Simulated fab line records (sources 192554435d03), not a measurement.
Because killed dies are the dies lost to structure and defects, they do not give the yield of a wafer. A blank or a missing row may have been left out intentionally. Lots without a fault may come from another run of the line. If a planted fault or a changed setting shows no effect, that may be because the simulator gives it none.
A struck lot beside a sound one    flow n5-finfet    40 out of 1938 route steps
Sound: wafers L913.2, L913.4, L913.5. Wafers L914.1, L914.2, L914.4 were the ones struck. The cause is given at the end.
Each step with rows lists, per side, the tool, then ch with its chambers, then its first start. Under that, the readings that differ: sound wafers    struck wafers    difference of the means    sigmas: that difference in standard deviations of wafers without a fault.
alike: same words and numbers on both sides, and readings whose means sit less than 2 such deviations apart. not compared: any withheld reading, any reading some wafer has no value for, any bound like >300 that may hide the same value, and any number with overlapping values for which the record gives no deviation.
The two part at a step that has a row with sigmas, a row that says differs or no value, or rows on one side only. Numbers that don't overlap but have no deviation are shown without sigmas and don't part them. Lack of a reading on every wafer of one side parts them only where that side has two or more wafers.

first, 11 steps without rows for these wafers: N5_STI_FIN_REVEAL_CMP_04 (polishes, stops on Si3N4, t overpolish 4 s, target thk 131.83 nm); N5_STI_FIN_REVEAL_DENSIFY_30; N5_STI_FIN_REVEAL_ETCHBACK_08 (etches SiO2 in C4F6/O2, target depth 30.5 nm, time 10.167 s); N5_STI_FIN_REVEAL_STRIP_24 (strips in N2/H2, time 90 s); N5_STI_FIN_REVEAL_PRECLEAN_25 (cleans in SPM, time 90 s); N5_STI_FIN_REVEAL_PRECLEAN_26 (cleans in SC1, time 45 s); N5_STI_FIN_REVEAL_PRECLEAN_29 (cleans in DHF, time 30 s); N5_STI_FIN_REVEAL_SRD_12 (time 30 s); N5_STI_FIN_REVEAL_RECESS_09 (chemistry HF/NH3, target SiO2, afs cycles 11, target depth 42.5 nm, sublimation time 60 s); N5_STI_FIN_REVEAL_STRIP_16 (strips SiNx in H3PO4, target depth 23.8 nm); N5_STI_FIN_REVEAL_PRECLEAN_17 (cleans in NF3:NH3, afs cycles 1, time 20 s, sublimation time 60 s).
N5_STI_FIN_REVEAL_ETCH_34: etches Si in H2, material Si, target depth 0.97 nm.
  sound on rie-si-05 ch 0,1,2, day 3 12:29; struck on rie-si-05 ch 0,1,2, day 3 18:29
reading                                     sound                 struck             difference  sigmas
oes-product-au (a.u.)                       1.020 1.035 1.015     1.220 1.269 1.255  +0.225      +16
model.STI_FIN_REVEAL.feature-depth-nm (nm)  1 1 1                 1.2 1.4 1.4        +0.3        
model.etch.depth-nm (nm)                    0.9703 0.9913 0.9775  1.3 1.345 1.32     +0.3        
  alike: drypump-motor-current-A, he-backside-leak-sccm, throttle-valve-pct
  not compared: rf-hours-counter-h
then, 7 steps without rows for these wafers: N5_STI_FIN_REVEAL_OXIDATION_31 (chemistry O2 PLASMA REMOTE, time 20 s); N5_STI_FIN_REVEAL_PRECLEAN_32 (cleans in NF3:NH3, afs cycles 1, time 20 s, sublimation time 60 s); N5_STI_FIN_REVEAL_STRIP_35 (strips Si3N4 in H3PO4, target depth 4 nm, time 39 s); N5_STI_FIN_REVEAL_SRD_21 (time 30 s); N5_STI_FIN_REVEAL_OXIDATION_33 (chemistry O2 PLASMA REMOTE, time 20 s); N5_STI_FIN_REVEAL_CLEAN_19 (cleans in O3/DIW, time 120 s); N5_STI_FIN_REVEAL_SRD_23 (time 30 s).
N5_STI_FIN_REVEAL_CD_MEAS_22: target cd 6.238 nm, pitch 28 nm.
  struck on cd-sem-01, day 3 19:04; sound on cd-sem-01, day 3 13:04
reading     sound           struck          difference  sigmas
cd-nm (nm)  6.34 6.31 6.03  5.53 5.41 5.08  -0.89       -3
then, 18 steps without rows for these wafers: N5_STI_FIN_REVEAL_PRECLEAN_18 (cleans in SC2, time 45 s); N5_STI_FIN_REVEAL_SRD_28 (time 30 s); N5_DUMMY_GATE_PRECLEAN_00 (cleans in O3/DIW, time 60 s); N5_DUMMY_GATE_SRD_01 (time 30 s); N5_DUMMY_GATE_ALD_02 (deposits SiO2, target thk 2 nm, pulse time 1 s); N5_DUMMY_GATE_CVD_03 (deposits a-Si from SiH4, target thk 150 nm, time 8042 s); N5_DUMMY_GATE_PRECLEAN_46 (cleans in DIW, time 89.5 s); N5_DUMMY_GATE_SRD_47 (dry time 32 s); N5_DUMMY_GATE_CMP_04 (polishes a-Si); N5_DUMMY_GATE_HM_DEP_06 (deposits SiNx from DCS/NH3, target thk 80 nm, time 5141 s); N5_DUMMY_GATE_PECVD_30 (deposits SiO2 from TEOS/O2, target thk 55 nm, time 10.8 s); N5_DUMMY_GATE_COAT_34 (time 60 s, resist thk 60 nm); N5_DUMMY_GATE_COAT_35 (time 60 s, resist thk 10 nm); N5_DUMMY_GATE_COAT_28 (time 60 s, resist thk 10 nm); N5_DUMMY_GATE_COAT_09 (resist thk 30 nm); N5_DUMMY_GATE_EBR_11; N5_DUMMY_GATE_SOFTBAKE_10 (time 60 s); N5_DUMMY_GATE_EXPOSE_12 (exposes mask GATE, target cd 25 nm).
-- record jumps: 5 days separate the struck wafers' starts on either side; left off in module DUMMY_GATE, taken up again in module BEOL_M4, whose first shown step is the route's number 1111 --
N5_BEOL_M4_RC_MEAS_101:
  sound on prober-02 ch 0, day 8 17:12; struck on prober-01 ch 0, day 8 20:08
reading             sound              struck             difference  sigmas
DIBL_N (mV/V)       34.9 35.7 34.6     30.6 30.9 31.1     -4.2        -3
DIBL_P (mV/V)       34.7 36.1 34.3     28.9 29.4 29.5     -5.8        -3
IOFF_N_LIN (nA/um)  0.064 0.067 0.062  0.038 0.037 0.038  -0.027      -2
IOFF_P (nA/um)      0.20 0.22 0.19     0.13 0.14 0.13     -0.07       -2
ION_N (uA/um)       666 671 663        645 632 636        -29         -3
REXT_N (ohm.um)     76.1 74.9 74.6     78.4 78.6 79.1     +3.5        +2
SS_P (mV/dec)       72.7 73.4 73.1     71.5 71.6 71.9     -1.4        -2
VT_N (mV)           253 255 254        260 262 263        +8          +2
VT_N_LVT (mV)       104 103 104        111 111 111        +7          +2
  alike: IOFF_N, ION_P, SS_N, VT_P
-- the record jumps here: 4 days lie between the struck wafers' starts before and after (it left off in module BEOL_M4 and takes up again in module PASSIVATION, whose first step shown is number 1936 of the route) --
N5_PASSIVATION_PROBE_49:
  struck on prober-01, day 12 21:37; sound on prober-02, day 13 01:46
reading               sound    struck       difference  sigmas
killed-at-contacts    14 7 23  36 24 35     +17         +2
sort_bin_8_speed (%)  0 0 0    0 2.03 1.78  +1          +99 or more
  alike: defect-limited-yield, killed_at_M0_to_M3, killed_at_M4_up, killed-at-front-end, killed-at-other, killed-dies, killed-open, killed-short, sort_bin_5_function, sort_bin_6_memory, sort-n-pass, sort-yield-pct

== WHERE THEY PART ==
Earliest at N5_STI_FIN_REVEAL_ETCH_34; latest, in this record, at N5_PASSIVATION_PROBE_49.

WHY: what had been put in by the simulator
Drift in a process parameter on rie-si-05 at N5_STI_FIN_REVEAL_ETCH_34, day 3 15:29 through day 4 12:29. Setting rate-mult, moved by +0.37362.
